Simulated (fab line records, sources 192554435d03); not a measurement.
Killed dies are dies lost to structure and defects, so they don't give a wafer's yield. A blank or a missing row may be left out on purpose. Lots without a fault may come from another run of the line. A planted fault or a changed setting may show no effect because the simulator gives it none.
fab line records | flow n5_finfet
record lots=24 wafers=72 last_day=17
route steps=1938 shown BEOL_M5@1150
lots that met no fault: from a run of the same line without faults
start_h: hours from the record's first day to the start of the lot's first wafer shown | wait_h: hours since the lot's step before | " the same as in the row above | L1.1+2: a row that stands for several wafers | - no value, or no start given | * or withheld: withheld | < > ~ a bound
route shown NAME@n: a module of which the file shows steps, and the number in the route of the first | usual: mean/standard deviation of fault-free wafers | same: alike in all rows | chamber/n: place in a boat | sites: the reading at each site | _std_site: their standard deviation | _edge_site: outer sites' mean less inner sites' | radius_mm: how far each site lies from the wafer's centre | mask NAME#n: copy n | behind: the tool/chamber that last shaped the wafer | hold: why the lot was held/for how many hours/how that ended | device: the transistor (n, p or np) that didn't switch | end of line: the same wafers' tests at the end of the route | a step without rows: its recipe alone | killed: dies lost to structure and defects at the first sort, not the wafer's yield | map: a wafer's dies, x killed, . not, _ none there
set.NAME: the setting as run; set.NAME@STEP: as run at that earlier step | model.NAME: the simulator's own value behind a step, which no gauge read
steps of the route over a sample of lots; a table a step, a row a wafer
services: from which hour (start_h, from the record's first day; less than 0 if before it) a tool's chamber was out of use, for how many hours, and why
## steps
# step N5_BEOL_M5_INSPECT_30
# recipe mode=adi inspect_instrument=brightfield
# usual raw_defect_count=403/90
# columns lot.wafer tool chamber start_h wait_h raw_defect_count
L074.1 defect_inspect-02 - 174.54 0.1 376
L074.2 " - " " 330
L074.3 " - " " 346
L075.1 defect_inspect-01 - 181.22 0.1 364
L075.3 " - " " 408
L075.5 " - " " 390
L076.1 defect_inspect-02 - 195.61 0.1 635
L076.4 " - " " 446
L076.5 " - " " 388
L077.1 defect_inspect-01 - 195.66 0.1 351
L077.3 " - " " 389
L077.5 " - " " 364
L078.1 defect_inspect-01 - 201.77 0.1 392
L078.5 " - " " 406
L078.6 " - " " 479
L079.1 defect_inspect-02 - 205.61 0.1 639
L079.3 " - " " 597
L079.5 " - " " 537
L081.1 defect_inspect-02 - 213.59 0.1 427
L081.3 " - " " 405
L081.5 " - " " 575
L080.2 defect_inspect-01 - 213.64 0.0 320
L080.3 " - " " 270
L080.6 " - " " 299
L082.2 defect_inspect-01 - 215.67 0.0 350
L082.3 " - " " 391
L082.5 " - " " 341
L083.2 defect_inspect-02 - 228.48 0.0 434
L083.3 " - " " 464
L083.6 " - " " 461
L086.1 defect_inspect-02 - 246.61 0.1 487
L086.3 " - " " 363
L086.4 " - " " 331
L084.1 defect_inspect-01 - 246.66 0.1 263
L084.5 " - " " 276
L084.6 " - " " 258
L085.2 defect_inspect-01 - 253.64 0.0 434
L085.3 " - " " 394
L085.4 " - " " 356
L088.2 defect_inspect-02 - 255.90 0.0 379
L088.3 " - " " 460
L088.5 " - " " 490
L087.2 defect_inspect-02 - 256.08 0.0 289
L087.3 " - " " 267
L087.5 " - " " 245
L089.1 defect_inspect-02 - 273.02 0.1 360
L089.2 " - " " 276
L089.3 " - " " 290
L090.1 defect_inspect-01 - 273.96 0.1 394
L090.5 " - " " 436
L090.6 " - " " 339
L092.1 defect_inspect-02 - 281.30 0.1 432
L092.2 " - " " 563
L092.4 " - " " 450
L091.1 defect_inspect-02 - 284.02 0.1 428
L091.3 " - " " 270
L091.6 " - " " 429
L094.2 defect_inspect-02 - 291.79 0.0 420
L094.5 " - " " 325
L094.6 " - " " 311
L093.3 defect_inspect-01 - 296.16 0.0 596
L093.5 " - " " 443
L093.6 " - " " 398
L096.4 defect_inspect-02 - 307.91 0.0 382
L096.5 " - " " 608
L096.6 " - " " 516
L095.1 defect_inspect-02 - 307.96 0.1 306
L095.2 " - " " 311
L095.4 " - " " 478
L097.1 defect_inspect-02 - 312.45 0.1 355
L097.2 " - " " 554
L097.6 " - " " 500
# step N5_BEOL_M5_VIA_ETCH_34
# recipe chemistry=C4F6/O2 target=SiCOH_lowk target_depth_a=883 mask_material=SOC taper_deg=4 time_s=39.2 ion_energy_ev=250 pressure_mtorr=30 source_w=345 bias_w=185 Ar_flow_sccm=300 C4F6_flow_sccm=10 O2_flow_sccm=10
# usual drypump_motor_current_A=5.9/0.43 oes_product_au=0.73/0.051 rf_fwd_power_W=340.9/1.6 rf_vpp_V=667/7.7 showerhead_plenum_p_Torr=2.85/0.098 throttle_valve_pct=20.94/0.18
# columns lot.wafer tool chamber start_h wait_h drypump_motor_current_A oes_product_au rf_fwd_power_W rf_hours_counter_h rf_vpp_V showerhead_plenum_p_Torr throttle_valve_pct
L074.1 rie_diel-02 0 174.94 0.0 5.1 0.81 340.8 98 676 2.99 20.79
L074.2 " 2 " " 6.1 0.72 342.3 159 664 2.83 20.67
L074.3 " 1 " " 6.1 0.76 341.0 146 663 2.74 20.79
L075.1 rie_diel-04 2 181.62 0.0 5.4 0.75 339.1 152 657 2.84 20.84
L075.3 " 0 " " 6.3 0.73 340.7 213 675 2.72 21.28
L075.5 " 1 " " 6.0 0.73 341.8 - 659 2.95 20.92
L076.1 rie_diel-03 0 195.83 0.0 5.9 0.69 342.0 240 667 2.71 21.08
L076.4 " 1 " " 6.5 0.71 341.6 186 662 2.81 20.88
L076.5 " 1 " " 6.5 0.72 342.6 - 664 2.81 20.89
L077.1 rie_diel-04 2 195.88 0.0 5.4 0.75 338.5 155 656 2.84 20.84
L077.3 " 1 " " 6.0 0.73 341.0 164 661 2.95 20.92
L077.5 " 0 " " 6.3 0.71 342.2 - 674 2.72 21.29
L078.1 rie_diel-04 2 202.24 0.0 5.4 0.74 338.7 158 659 2.84 20.85
L078.5 " 2 " " 5.4 0.74 338.4 - 658 2.84 20.86
L078.6 " 3 " " 5.9 0.70 342.4 - 677 2.96 20.93
L079.1 rie_diel-03 3 205.83 0.0 5.3 0.72 341.2 179 663 2.73 21.09
L079.3 " 2 " " 5.3 0.71 342.2 202 661 2.82 20.66
L079.5 " 3 " " 5.3 0.72 341.1 - 664 2.73 21.07
L081.1 rie_diel-03 3 213.80 0.0 5.3 0.72 341.9 181 663 2.73 21.11
L081.3 " 0 " " 5.9 0.69 340.2 246 668 2.71 21.09
L081.5 " 0 " " 5.9 0.69 340.7 - 667 2.71 21.10
L080.2 rie_diel-04 0 213.88 0.0 6.3 0.71 339.8 222 675 2.72 21.29
L080.3 " 2 " " 5.4 0.73 339.6 161 656 2.84 20.87
L080.6 " 2 " " 5.4 0.75 339.9 - 658 2.84 20.87
L082.2 rie_diel-03 2 215.95 0.0 5.3 0.71 339.1 205 661 2.82 20.66
L082.3 " 0 " " 5.9 0.68 340.1 247 667 2.71 21.10
L082.5 " 3 " " 5.3 0.71 341.1 - 662 2.73 21.10
L083.2 rie_diel-04 1 228.69 0.0 6.0 0.72 341.7 173 660 2.94 20.93
L083.3 " 3 " " 6.0 0.69 345.9 192 676 2.96 20.94
L083.6 " 1 " " 6.0 0.72 341.8 - 660 2.94 20.94
L086.1 rie_diel-04 3 246.83 0.0 5.9 0.69 343.3 198 675 2.95 20.96
L086.3 " 0 " " 6.3 0.71 343.9 232 676 2.71 21.31
L086.4 " 1 " " 6.0 0.70 339.4 178 660 2.94 20.94
L084.1 rie_diel-02 2 247.26 0.0 6.1 0.71 339.9 181 663 2.82 20.69
L084.5 " 1 " " 6.2 0.73 341.0 - 662 2.73 20.81
L084.6 " 2 " " 6.1 0.71 340.3 - 663 2.82 20.69
L085.2 rie_diel-04 3 254.15 0.0 5.9 0.70 342.0 200 677 2.95 20.95
L085.3 " 0 " " 6.3 0.70 341.0 235 675 2.71 21.31
L085.4 " 3 " " 5.9 0.69 341.5 - 677 2.95 20.95
L088.2 rie_diel-02 1 256.12 0.0 6.1 0.73 340.3 171 662 2.73 20.83
L088.3 " 2 " " 6.1 0.71 340.6 184 665 2.82 20.70
L088.5 " 0 " " 5.1 0.78 342.8 - 677 2.98 20.83
L087.2 rie_diel-04 0 256.74 0.0 6.3 0.71 340.8 236 674 2.71 21.30
L087.3 " 3 " " 5.9 0.70 341.1 202 677 2.95 20.96
L087.5 " 0 " " 6.3 0.71 341.5 - 674 2.71 21.31
L089.1 rie_diel-02 1 273.28 0.0 6.1 0.72 342.2 176 662 2.73 20.84
L089.2 " 2 " " 6.1 0.71 340.8 190 664 2.81 20.71
L089.3 " 3 " " 6.6 0.91 337.1 22 673 2.91 20.78
L090.1 rie_diel-04 0 274.18 0.0 6.4 0.70 339.7 240 674 2.71 21.33
L090.5 " 2 " " 5.4 0.74 338.7 - 657 2.83 20.89
L090.6 " 3 " " 5.9 0.69 343.5 - 678 2.95 20.98
L092.1 rie_diel-02 1 281.69 0.0 6.1 0.74 340.8 178 661 2.73 20.81
L092.2 " 2 " " 6.1 0.71 341.4 192 664 2.81 20.72
L092.4 " 0 " " 5.1 0.77 341.9 132 679 2.97 20.85
L091.1 rie_diel-04 3 284.40 0.0 5.9 0.68 342.7 209 676 2.95 20.95
L091.3 " 2 " " 5.4 0.72 339.4 177 658 2.83 20.87
L091.6 " 2 " " 5.4 0.73 339.9 - 656 2.83 20.87
L094.2 rie_diel-02 0 292.42 0.0 5.1 0.77 340.1 135 677 2.97 20.85
L094.5 " 3 " " 6.6 0.90 338.5 - 674 2.91 20.80
L094.6 " 2 " " 6.1 0.70 341.7 - 660 2.81 20.71
L093.3 rie_diel-04 2 296.97 0.0 5.4 0.73 341.8 181 658 2.83 20.89
L093.5 " 0 " " 6.4 0.70 340.5 - 675 2.70 21.34
L093.6 " 1 " " 6.0 0.69 341.4 - 661 2.93 20.95
L096.4 rie_diel-04 1 308.24 0.0 6.1 0.70 337.6 - 658 2.93 20.96
L096.5 " 2 " " 5.4 0.73 340.4 - 657 2.83 20.90
L096.6 " 3 " " 6.0 0.69 342.4 - 675 2.95 20.99
L095.1 rie_diel-03 3 308.39 0.0 5.3 0.71 341.3 212 663 2.71 21.13
L095.2 " 1 " " 6.5 0.70 341.1 223 663 2.79 20.93
L095.4 " 0 " " 5.9 0.92 341.0 17 678 3.04 20.75
L097.1 rie_diel-04 3 312.67 0.0 5.9 0.68 341.9 219 677 2.94 20.99
L097.2 " 1 " " 6.0 0.69 342.1 200 658 2.93 20.99
L097.6 " 2 " " 5.4 0.73 338.3 - 657 2.82 20.89
# step N5_BEOL_M5_ETCH_41
# recipe chemistry=CH3F/O2 target=SiCN target_depth_a=315 taper_deg=2 time_s=56.7 ion_energy_ev=120 mask_material=TiN pressure_mtorr=30 source_w=395 bias_w=75 Ar_flow_sccm=150 CH3F_flow_sccm=30 O2_flow_sccm=20
# usual drypump_motor_current_A=5.9/0.43 oes_product_au=0.73/0.051 rf_fwd_power_W=391.2/1.7 rf_vpp_V=297.3/1.6 showerhead_plenum_p_Torr=2.00/0.073 throttle_valve_pct=16.40/0.16
# columns lot.wafer tool chamber start_h wait_h drypump_motor_current_A oes_product_au rf_fwd_power_W rf_hours_counter_h rf_vpp_V showerhead_plenum_p_Torr throttle_valve_pct
L074.1 rie_diel-02 0 - - 5.1 0.81 394.8 98 300.4 2.10 16.21
L074.2 " 2 " " 6.2 0.74 390.7 159 298.0 1.99 16.17
L074.3 " 1 " " 6.1 0.76 391.5 146 295.8 1.92 16.23
L075.1 rie_diel-04 2 - - 5.4 0.75 390.7 152 296.8 2.00 16.34
L075.3 " 0 " " 6.3 0.72 390.7 213 295.1 1.90 16.68
L075.5 " 1 " " 6.0 0.72 391.5 - 298.7 2.08 16.39
L076.1 rie_diel-03 0 - - 5.9 0.69 391.2 240 294.4 1.90 16.55
L076.4 " 1 " " 6.5 0.72 392.3 186 298.0 1.98 16.42
L076.5 " 1 " " 6.5 0.71 391.7 - 297.4 1.98 16.43
L077.1 rie_diel-04 2 - - 5.4 0.75 391.8 155 296.2 2.00 16.36
L077.3 " 1 " " 6.0 0.73 390.4 164 298.5 2.08 16.40
L077.5 " 0 " " 6.3 0.72 390.2 - 296.4 1.90 16.71
L078.1 rie_diel-04 2 - - 5.4 0.75 389.6 158 297.1 2.00 16.35
L078.5 " 2 " " 5.4 0.75 389.0 - 296.7 1.99 16.36
L078.6 " 3 " " 6.0 0.71 392.6 - 298.7 2.08 16.39
L079.1 rie_diel-03 3 - - 5.3 0.73 392.1 179 294.1 1.91 16.54
L079.3 " 2 " " 5.3 0.71 392.1 202 297.4 1.98 16.15
L079.5 " 3 " " 5.3 0.72 391.5 - 296.6 1.91 16.54
L081.1 rie_diel-03 3 - - 5.3 0.72 391.6 182 295.3 1.91 16.53
L081.3 " 0 " " 5.9 0.69 390.7 246 294.8 1.90 16.55
L081.5 " 0 " " 5.9 0.69 390.0 - 294.6 1.90 16.55
L080.2 rie_diel-04 0 - - 6.3 0.72 389.5 222 294.9 1.90 16.70
L080.3 " 2 " " 5.4 0.75 388.7 161 297.1 1.99 16.36
L080.6 " 2 " " 5.4 0.74 390.9 - 297.7 1.99 16.36
L082.2 rie_diel-03 2 - - 5.3 0.72 391.9 205 297.8 1.98 16.16
L082.3 " 0 " " 5.9 0.69 393.0 247 295.3 1.89 16.55
L082.5 " 3 " " 5.3 0.72 391.5 - 295.4 1.91 16.56
L083.2 rie_diel-04 1 - - 6.0 0.72 390.2 173 298.8 2.08 16.42
L083.3 " 3 " " 5.9 0.70 393.4 192 299.1 2.08 16.40
L083.6 " 1 " " 6.0 0.71 392.4 - 299.9 2.08 16.41
L086.1 rie_diel-04 3 - - 6.0 0.70 390.0 198 298.0 2.08 16.41
L086.3 " 0 " " 6.3 0.71 389.1 232 295.8 1.90 16.73
L086.4 " 1 " " 6.1 0.71 388.7 178 298.9 2.07 16.42
L084.1 rie_diel-02 2 - - 6.1 0.72 391.6 181 297.6 1.98 16.22
L084.5 " 1 " " 6.1 0.74 390.9 - 294.5 1.92 16.29
L084.6 " 2 " " 6.1 0.71 390.7 - 297.3 1.98 16.19
L085.2 rie_diel-04 3 - - 5.9 0.69 393.3 200 298.0 2.08 16.41
L085.3 " 0 " " 6.3 0.70 392.3 235 294.6 1.90 16.74
L085.4 " 3 " " 5.9 0.70 392.4 - 298.0 2.08 16.40
L088.2 rie_diel-02 1 - - 6.1 0.73 393.5 171 296.8 1.91 16.29
L088.3 " 2 " " 6.1 0.71 391.5 184 298.1 1.98 16.23
L088.5 " 0 " " 5.1 0.78 390.9 - 299.9 2.09 16.25
L087.2 rie_diel-04 0 - - 6.3 0.71 391.4 236 294.1 1.90 16.74
L087.3 " 3 " " 6.0 0.70 392.5 202 300.0 2.08 16.42
L087.5 " 0 " " 6.3 0.72 392.2 - 294.9 1.90 16.73
L089.1 rie_diel-02 1 - - 6.1 0.73 390.3 176 296.6 1.91 16.29
L089.2 " 2 " " 6.1 0.72 394.4 190 297.5 1.98 16.23
L089.3 " 3 " " 6.6 0.91 386.8 22 300.8 2.05 16.17
L090.1 rie_diel-04 0 - - 6.4 0.69 391.5 240 293.9 1.89 16.74
L090.5 " 2 " " 5.4 0.73 390.0 - 296.9 1.99 16.36
L090.6 " 3 " " 5.9 0.69 392.9 - 298.4 2.07 16.44
L092.1 rie_diel-02 1 - - 6.2 0.73 392.7 178 297.1 1.91 16.31
L092.2 " 2 " " 6.1 0.70 392.2 192 297.6 1.98 16.23
L092.4 " 0 " " 5.1 0.78 390.8 132 298.6 2.09 16.26
L091.1 rie_diel-04 3 - - 5.9 0.69 389.7 209 299.0 2.07 16.42
L091.3 " 2 " " 5.4 0.74 391.6 177 296.9 1.99 16.38
L091.6 " 2 " " 5.4 0.73 390.9 - 296.9 1.99 16.40
L094.2 rie_diel-02 0 - - 5.1 0.79 394.5 135 298.5 2.09 16.27
L094.5 " 3 " " 6.6 0.91 386.8 - 298.4 2.05 16.20
L094.6 " 2 " " 6.1 0.71 389.2 - 298.0 1.97 16.23
L093.3 rie_diel-04 2 - - 5.4 0.73 392.9 181 297.1 1.99 16.38
L093.5 " 0 " " 6.3 0.70 392.3 - 294.4 1.89 16.75
L093.6 " 1 " " 6.0 0.70 392.3 - 299.4 2.07 16.46
L096.4 rie_diel-04 1 - - 6.0 0.69 390.3 - 300.1 2.07 16.45
L096.5 " 2 " " 5.4 0.72 392.1 - 297.9 1.99 16.39
L096.6 " 3 " " 6.0 0.67 394.1 - 298.5 2.07 16.44
L095.1 rie_diel-03 3 - - 5.3 0.71 391.4 212 294.9 1.90 16.61
L095.2 " 1 " " 6.5 0.70 392.2 223 297.5 1.97 16.49
L095.4 " 0 " " 5.9 0.92 391.5 17 300.3 2.14 16.12
L097.1 rie_diel-04 3 - - 5.9 0.68 391.8 219 299.0 2.07 16.44
L097.2 " 1 " " 6.1 0.69 389.9 200 297.3 2.07 16.46
L097.6 " 2 " " 5.4 0.72 388.8 - 297.9 1.99 16.40
# step N5_BEOL_M5_SPUTTER_48
# recipe material=Cu target_thk_a=150 temp_c=-20 chamber_pressure_pa=0.07 power_w=withheld time_s=27.62
# usual chamber_pressure_pa=0.07/0.00014 substrate_temp_c=-19.97/0.093 throttle_valve_pct=30.2/1.2
# columns lot.wafer tool chamber start_h wait_h chamber_pressure_pa substrate_temp_c throttle_valve_pct
L074.1 pvd_sputter-01 - 177.74 0.1 0.06991 -19.90 27.8
L074.2 " - " " 0.07017 -20.04 31.6
L074.3 " - " " 0.0697 -20.17 29.0
L075.1 pvd_sputter-02 - 183.40 0.2 0.07004 -19.92 31.1
L075.3 " - " " 0.07003 -19.92 30.9
L075.5 " - " " 0.07004 -19.93 30.8
L076.1 pvd_sputter-02 - 197.79 0.1 0.07004 -19.90 31.1
L076.4 " - " " 0.06988 -20.09 31.2
L076.5 " - " " 0.06986 -19.90 31.1
L077.1 pvd_sputter-01 - 198.15 0.1 0.07012 -20.03 30.4
L077.3 " - " " 0.07 -20.00 28.0
L077.5 " - " " 0.07005 -19.99 27.7
L078.1 pvd_sputter-02 - 205.82 0.2 0.07022 -19.95 30.9
L078.5 " - " " 0.06989 -19.99 31.1
L078.6 " - " " 0.0701 -20.00 31.1
L079.1 pvd_sputter-01 - 207.88 0.2 0.06999 -20.08 30.6
L079.3 " - " " 0.0698 -20.00 31.7
L079.5 " - " " 0.07007 -19.89 32.1
L081.1 pvd_sputter-01 - 215.94 0.1 0.06997 -20.00 28.0
L081.3 " - " " 0.07007 -19.98 31.7
L081.5 " - " " 0.06971 -19.91 31.8
L080.2 pvd_sputter-02 - 215.99 0.2 0.06999 -20.06 30.9
L080.3 " - " " 0.0697 -20.08 31.2
L080.6 " - " " 0.0702 -20.04 31.1
L082.2 pvd_sputter-03 - 218.69 0.2 0.07009 -20.19 28.6
L082.3 " - " " 0.06994 -19.94 30.6
L082.5 " - " " 0.07007 -20.11 28.5
L083.2 pvd_sputter-01 - 230.22 0.2 0.07002 -20.01 31.9
L083.3 " - " " 0.07011 -20.02 29.2
L083.6 " - " " 0.06986 -20.06 31.8
L086.1 pvd_sputter-01 - 248.66 0.2 0.07026 -20.12 30.5
L086.3 " - " " 0.07006 -19.96 28.1
L086.4 " - " " 0.06987 -19.94 31.4
L084.1 pvd_sputter-02 - 250.87 0.1 0.06997 -19.87 30.9
L084.5 " - " " 0.06997 -20.04 31.0
L084.6 " - " " 0.06989 -19.98 30.6
L085.2 pvd_sputter-03 - 256.65 0.1 0.07017 -19.96 28.7
L085.3 " - " " 0.07007 -19.94 28.2
L085.4 " - " " 0.07014 -19.94 28.5
L088.2 pvd_sputter-02 - 257.97 0.5 0.06999 -20.06 30.8
L088.3 " - " " 0.07007 -19.91 30.9
L088.5 " - " " 0.07011 -19.75 30.9
L087.2 pvd_sputter-01 - 260.69 0.2 0.07026 -19.90 28.0
L087.3 " - " " 0.06995 -19.78 31.9
L087.5 " - " " 0.06991 -19.88 30.3
L089.1 pvd_sputter-01 - 275.37 0.1 0.07024 -19.99 31.5
L089.2 " - " " 0.07012 -19.88 29.0
L089.3 " - " " 0.0701 -19.93 30.5
L090.1 pvd_sputter-02 - 275.53 0.1 0.06978 -19.91 30.9
L090.5 " - " " 0.07013 -20.02 30.9
L090.6 " - " " 0.07021 -19.81 30.9
L092.1 pvd_sputter-02 - 283.31 0.3 0.07009 -19.83 31.3
L092.2 " - " " 0.06973 -20.04 31.3
L092.4 " - " " 0.06993 -20.24 30.7
L091.1 pvd_sputter-03 - 287.57 1.6 0.06995 -19.95 31.0
L091.3 " - " " 0.06971 -20.16 28.6
L091.6 " - " " 0.06982 -19.93 30.6
L094.2 pvd_sputter-03 - 294.78 0.3 0.06962 -20.01 30.9
L094.5 " - " " 0.06979 -20.02 28.4
L094.6 " - " " 0.07009 -20.01 30.8
L093.3 pvd_sputter-02 - 298.73 0.2 0.06992 -20.05 31.0
L093.5 " - " " 0.06987 -19.91 31.0
L093.6 " - " " 0.07021 -19.98 31.0
L096.4 pvd_sputter-02 - 309.91 0.2 0.06987 -19.89 30.8
L096.5 " - " " 0.06999 -20.02 30.9
L096.6 " - " " 0.07014 -20.00 30.9
L095.1 pvd_sputter-01 - 310.11 0.1 0.07025 -20.04 28.9
L095.2 " - " " 0.06991 -20.01 27.7
L095.4 " - " " 0.07022 -19.91 30.4
L097.1 pvd_sputter-03 - 314.39 0.1 0.07012 -19.93 30.6
L097.2 " - " " 0.07 -20.06 28.5
L097.6 " - " " 0.07007 -19.90 28.2
# step N5_BEOL_M5_ANNEAL_49
# recipe temp_c=400 time_s=1800 ambient=vacuum
# usual heater_power_w=845/72
# columns lot.wafer tool chamber start_h wait_h heater_power_w
L074.1 pvd_sputter-01 - 177.82 0.0 921
L074.2 " - " " 790
L074.3 " - " " 940
L075.1 pvd_sputter-02 - 183.48 0.0 852
L075.3 " - " " 857
L075.5 " - " " 923
L076.1 pvd_sputter-02 - 197.87 0.0 830
L076.4 " - " " 849
L076.5 " - " " 846
L077.1 pvd_sputter-01 - 198.23 0.0 732
L077.3 " - " " 917
L077.5 " - " " 946
L078.1 pvd_sputter-02 - 205.90 0.0 912
L078.5 " - " " 838
L078.6 " - " " 850
L079.1 pvd_sputter-01 - 207.96 0.0 733
L079.3 " - " " 785
L079.5 " - " " 779
L081.1 pvd_sputter-01 - 216.02 0.0 933
L081.3 " - " " 803
L081.5 " - " " 811
L080.2 pvd_sputter-02 - 216.07 0.0 908
L080.3 " - " " 873
L080.6 " - " " 870
L082.2 pvd_sputter-03 - 218.77 0.0 709
L082.3 " - " " 891
L082.5 " - " " 716
L083.2 pvd_sputter-01 - 230.30 0.0 798
L083.3 " - " " 911
L083.6 " - " " 786
L086.1 pvd_sputter-01 - 248.74 0.0 730
L086.3 " - " " 937
L086.4 " - " " 788
L084.1 pvd_sputter-02 - 250.95 0.0 888
L084.5 " - " " 892
L084.6 " - " " 853
L085.2 pvd_sputter-03 - 256.73 0.0 787
L085.3 " - " " 856
L085.4 " - " " 729
L088.2 pvd_sputter-02 - 258.05 0.0 855
L088.3 " - " " 890
L088.5 " - " " 879
L087.2 pvd_sputter-01 - 260.77 0.0 945
L087.3 " - " " 779
L087.5 " - " " 719
L089.1 pvd_sputter-01 - 275.45 0.0 789
L089.2 " - " " 957
L089.3 " - " " 725
L090.1 pvd_sputter-02 - 275.61 0.0 852
L090.5 " - " " 918
L090.6 " - " " 884
L092.1 pvd_sputter-02 - 283.39 0.0 864
L092.2 " - " " 855
L092.4 " - " " 850
L091.1 pvd_sputter-03 - 287.65 0.0 876
L091.3 " - " " 698
L091.6 " - " " 886
L094.2 pvd_sputter-03 - 294.86 0.0 905
L094.5 " - " " 700
L094.6 " - " " 893
L093.3 pvd_sputter-02 - 298.81 0.0 833
L093.5 " - " " 902
L093.6 " - " " 860
L096.4 pvd_sputter-02 - 309.99 0.0 902
L096.5 " - " " 921
L096.6 " - " " 865
L095.1 pvd_sputter-01 - 310.19 0.0 943
L095.2 " - " " 928
L095.4 " - " " 723
L097.1 pvd_sputter-03 - 314.47 0.0 873
L097.2 " - " " 697
L097.6 " - " " 861
# step N5_BEOL_M5_SPUTTER_88
# recipe material=Cu target_thk_a=150 temp_c=-20 chamber_pressure_pa=0.07 power_w=withheld time_s=27.62
# usual chamber_pressure_pa=0.07/0.00014 substrate_temp_c=-20.00/0.11 throttle_valve_pct=30.2/1.2
# columns lot.wafer tool chamber start_h wait_h chamber_pressure_pa substrate_temp_c throttle_valve_pct
L074.1 pvd_sputter-01 - 181.00 0.5 0.07004 -19.91 28.0
L074.2 " - " " 0.07012 -19.75 31.5
L074.3 " - " " 0.07004 -19.95 29.1
L075.1 pvd_sputter-02 - 186.66 0.5 0.07003 -19.99 30.7
L075.3 " - " " 0.06992 -20.11 30.8
L075.5 " - " " 0.0703 -19.95 30.7
L076.1 pvd_sputter-02 - 201.05 0.5 0.06983 -19.97 30.8
L076.4 " - " " 0.07014 -19.95 30.9
L076.5 " - " " 0.06991 -20.18 31.1
L077.1 pvd_sputter-01 - 201.41 0.5 0.07005 -19.94 30.4
L077.3 " - " " 0.07002 -19.96 27.9
L077.5 " - " " 0.06992 -19.85 27.8
L078.1 pvd_sputter-02 - 209.08 0.5 0.06999 -20.14 30.8
L078.5 " - " " 0.07015 -20.18 31.0
L078.6 " - " " 0.06995 -20.09 30.9
L079.1 pvd_sputter-01 - 211.14 0.5 0.07016 -19.97 30.5
L079.3 " - " " 0.07013 -20.04 31.6
L079.5 " - " " 0.07017 -20.11 31.7
L081.1 pvd_sputter-01 - 219.20 0.5 0.06969 -20.04 28.0
L081.3 " - " " 0.0698 -20.13 31.9
L081.5 " - " " 0.07007 -20.00 31.6
L080.2 pvd_sputter-02 - 219.25 0.5 0.06998 -20.03 30.7
L080.3 " - " " 0.06979 -20.11 30.9
L080.6 " - " " 0.06996 -19.83 30.9
L082.2 pvd_sputter-03 - 221.95 0.5 0.06981 -19.84 28.8
L082.3 " - " " 0.06992 -20.13 30.6
L082.5 " - " " 0.06978 -20.04 28.5
L083.2 pvd_sputter-01 - 233.48 0.5 0.07 -20.00 31.7
L083.3 " - " " 0.06962 -20.11 28.9
L083.6 " - " " 0.06975 -19.92 32.0
L086.1 pvd_sputter-01 - 251.92 0.5 0.06989 -20.09 30.4
L086.3 " - " " 0.07013 -20.04 27.8
L086.4 " - " " 0.0701 -19.93 31.9
L084.1 pvd_sputter-02 - 254.13 0.5 0.07034 -19.91 30.9
L084.5 " - " " 0.07004 -19.97 30.9
L084.6 " - " " 0.07008 -20.02 31.1
L085.2 pvd_sputter-03 - 259.91 0.5 0.07 -20.01 28.7
L085.3 " - " " 0.07015 -20.00 28.5
L085.4 " - " " 0.07007 -20.06 28.8
L088.2 pvd_sputter-02 - 261.23 0.5 0.06989 -20.07 30.7
L088.3 " - " " 0.07005 -20.01 30.7
L088.5 " - " " 0.07003 -20.08 31.0
L087.2 pvd_sputter-01 - 263.95 0.5 0.07021 -20.02 27.9
L087.3 " - " " 0.07025 -19.98 31.7
L087.5 " - " " 0.0697 -19.96 30.5
L089.1 pvd_sputter-01 - 278.63 0.5 0.06981 -19.94 31.6
L089.2 " - " " 0.06981 -19.90 29.1
L089.3 " - " " 0.07008 -20.00 30.4
L090.1 pvd_sputter-02 - 278.79 0.5 0.07008 -20.10 30.8
L090.5 " - " " 0.07014 -20.07 30.7
L090.6 " - " " 0.07019 -19.95 31.0
L092.1 pvd_sputter-02 - 286.57 0.5 0.07016 -19.98 30.9
L092.2 " - " " 0.06984 -20.18 30.8
L092.4 " - " " 0.07009 -19.96 30.8
L091.1 pvd_sputter-03 - 293.16 0.5 0.06973 -19.84 30.8
L091.3 " - " " 0.07022 -19.85 28.4
L091.6 " - " " 0.06983 -20.02 31.0
L094.2 pvd_sputter-03 - 298.04 0.5 0.06996 -20.05 31.0
L094.5 " - " " 0.07012 -19.85 28.4
L094.6 " - " " 0.07007 -20.02 30.9
L093.3 pvd_sputter-02 - 301.99 0.5 0.07002 -20.00 31.1
L093.5 " - " " 0.0699 -19.93 31.0
L093.6 " - " " 0.07021 -19.92 30.9
L096.4 pvd_sputter-02 - 313.17 0.5 0.07006 -19.96 30.9
L096.5 " - " " 0.06999 -19.85 31.1
L096.6 " - " " 0.06989 -20.00 30.7
L095.1 pvd_sputter-01 - 313.37 0.5 0.07013 -20.20 28.8
L095.2 " - " " 0.06989 -20.03 28.0
L095.4 " - " " 0.06978 -19.93 30.4
L097.1 pvd_sputter-03 - 317.65 0.5 0.07012 -19.78 30.6
L097.2 " - " " 0.07008 -20.19 28.6
L097.6 " - " " 0.07 -19.96 28.2
## services
# columns tool chamber start_h hours kind
rie_diel-02 3 178.90 - clean
rie_diel-02 3 178.90 - consumable_replace:focus_ring
rie_diel-02 3 178.90 12.8 scheduled_down
rie_diel-02 3 178.90 12.8 vent_cycle
rie_diel-02 3 210.65 2.9 repair
rie_diel-03 0 225.48 - clean
rie_diel-03 0 225.48 - consumable_replace:focus_ring
rie_diel-03 0 225.48 - consumable_replace:showerhead
rie_diel-03 0 225.48 21.1 scheduled_down
rie_diel-03 0 225.48 21.1 vent_cycle
rie_diel-04 2 248.97 8.5 repair
rie_diel-02 3 249.69 7.0 repair
pvd_sputter-03 - 279.46 4.2 repair
rie_diel-04 0 303.73 - clean
rie_diel-04 0 303.73 - consumable_replace:focus_ring
rie_diel-04 0 303.73 - consumable_replace:showerhead
rie_diel-04 0 303.73 17.6 scheduled_down
rie_diel-04 0 303.73 17.6 vent_cycle
rie_diel-04 2 316.38 2.4 repair
## key
fault none
